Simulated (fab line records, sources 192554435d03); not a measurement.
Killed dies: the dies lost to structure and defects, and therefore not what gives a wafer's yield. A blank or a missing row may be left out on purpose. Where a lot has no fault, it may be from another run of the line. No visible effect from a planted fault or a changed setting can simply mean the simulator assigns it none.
Chamber matching | flow n5_finfet | N5_ILD0_LINER_00 on ald_sin-02: 4 sister chambers
The step material SiNx, target thk 4 nm, pulse time 1 s, purge time 2 s. 18 wafers are shown with their chamber, then 9 later ones without.

WAFERS WITH THEIR CHAMBER
wafer  | chamber | heater_power_w (W) | precursor_pulse_height_rel
L074.1 | 0       | 922                | 0.995
L074.2 | 3       | 894                | 1.023
L074.3 | 2       | 871                | 0.982
L074.4 | 1       | 746                | 1.004
L074.5 | 0       | 907                | 1.013
L074.6 | 1       | 772                | 0.983
L077.1 | 3       | 886                | 1.013
L077.4 | 2       | 890                | 1.007
L077.6 | 2       | 869                | 0.991
L080.3 | 1       | 768                | 0.988
L080.4 | 3       | 913                | 0.965
L080.5 | 0       | 908                | 0.980
L082.1 | 2       | 867                | 1.006
L082.5 | 1       | 770                | 0.949
L082.6 | 0       | 915                | 1.002
L088.1 | 1       | 761                | 0.975
L088.2 | 2       | 888                | 1.026
L088.5 | 1       | 757                | 0.964

SIGNATURES (means of the wafers above)
reading                    | chamber 0 | chamber 1 | chamber 2 | chamber 3 | scatter within a chamber
heater_power_w             | 913.00    | 762.33    | 877.00    | 897.67    | 10.4
precursor_pulse_height_rel | 0.99750   | 0.97717   | 1.00240   | 1.00033   | 0.0198
Rule: a wafer lies at a distance from a chamber equal to the root of the sum of squares, over the readings, of (its reading less the chamber's mean, divided by the reading's scatter). If the next closest chamber is less than 2 further off than the closest, the wafer can't be placed; otherwise it belongs to the closest. The scatter: take each reading less its chamber's mean, square it, sum over the shown wafers, divide by the number of wafers less the number of chambers, and take the root.

WAFERS WITHOUT THEIR CHAMBER
wafer  | heater_power_w (W) | precursor_pulse_height_rel
L091.1 | 908                | 0.958
L091.3 | 775                | 0.983
L091.6 | 896                | 0.999
L093.3 | 858                | 0.974
L093.4 | 908                | 1.041
L093.5 | 908                | 0.976
L095.1 | 901                | 0.960
L095.2 | 767                | 1.005
L095.5 | 774                | 0.966

CHAMBER TAKEN BY EACH
wafer  | from the rows above          | in truth
L091.1 | can't be placed: 0 or 3 or 2 | 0
L091.3 | 1                            | 1
L091.6 | can't be placed: 3 or 0 or 2 | 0
L093.3 | can't be placed: 2 or 3      | 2
L093.4 | can't be placed: 0 or 3 or 2 | 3
L093.5 | can't be placed: 0 or 3      | 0
L095.1 | can't be placed: 3 or 0 or 2 | 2
L095.2 | 1                            | 1
L095.5 | 1                            | 1
Correct placement for 3 of the 9. From these rows, 6 cannot be placed; in 6 the true chamber is one of the candidates. 0 placed wrongly.
